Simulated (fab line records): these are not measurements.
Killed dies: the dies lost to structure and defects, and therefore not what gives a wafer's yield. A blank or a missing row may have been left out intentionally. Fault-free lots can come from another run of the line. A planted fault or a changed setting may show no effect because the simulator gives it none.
Matching of chambers + flow nandHarc + NHARC_A_ZERO_WELL_ETCH_19 on rieDiel-02 has 4 sister chambers
The step etches the open film in N2/H2, target depth 80 nm, overetch 24 nm, time 87.88 s. 4 wafers are shown with their chamber, then 7 later ones without.

## EACH WAFER AND ITS CHAMBER
| wafer  | chamber | showerheadPlenumPTorr (Torr) |
|--------|---------|------------------------------|
| L077.2 | 2       | 1.91                         |
| L079.6 | 0       | 2.18                         |
| L087.1 | 1       | 1.92                         |
| L087.3 | 3       | 1.92                         |

## WAFERS WITH NO CHAMBER GIVEN
| wafer  | showerheadPlenumPTorr (Torr) |
|--------|------------------------------|
| L087.4 | 1.90                         |
| L090.1 | 1.92                         |
| L090.3 | 1.90                         |
| L090.4 | 1.91                         |
| L091.3 | 2.18                         |
| L091.5 | 2.18                         |
| L091.6 | 1.92                         |

## WHICH CHAMBER EACH ONE RAN IN
| wafer  | from the rows above          | in truth |
|--------|------------------------------|----------|
| L087.4 | can't be placed: 2 or 1 or 3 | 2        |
| L090.1 | can't be placed: 1 or 3 or 2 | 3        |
| L090.3 | can't be placed: 2 or 1 or 3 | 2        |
| L090.4 | can't be placed: 2 or 1 or 3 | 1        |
| L091.3 | 0                            | 0        |
| L091.5 | 0                            | 0        |
| L091.6 | can't be placed: 1 or 3 or 2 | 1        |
2 of 7 placed correctly. From these rows, 5 cannot be placed; in 5 the true chamber is one of the candidates. Placed wrongly: 0.
How it was worked out, from the rows above alone: a wafer's distance from a chamber is the root of the sum, over the readings, of the square of ((its reading less the chamber's mean) divided by the reading's scatter). If the next closest chamber is less than 2 further off than the closest, the wafer can't be placed; otherwise it belongs to the closest. For every chamber, the mean is computed from those of its wafers that are shown. The scatter (one wafer shown for each chamber): square how far every hidden wafer sits from the nearest shown wafer, average those squares and take the square root.
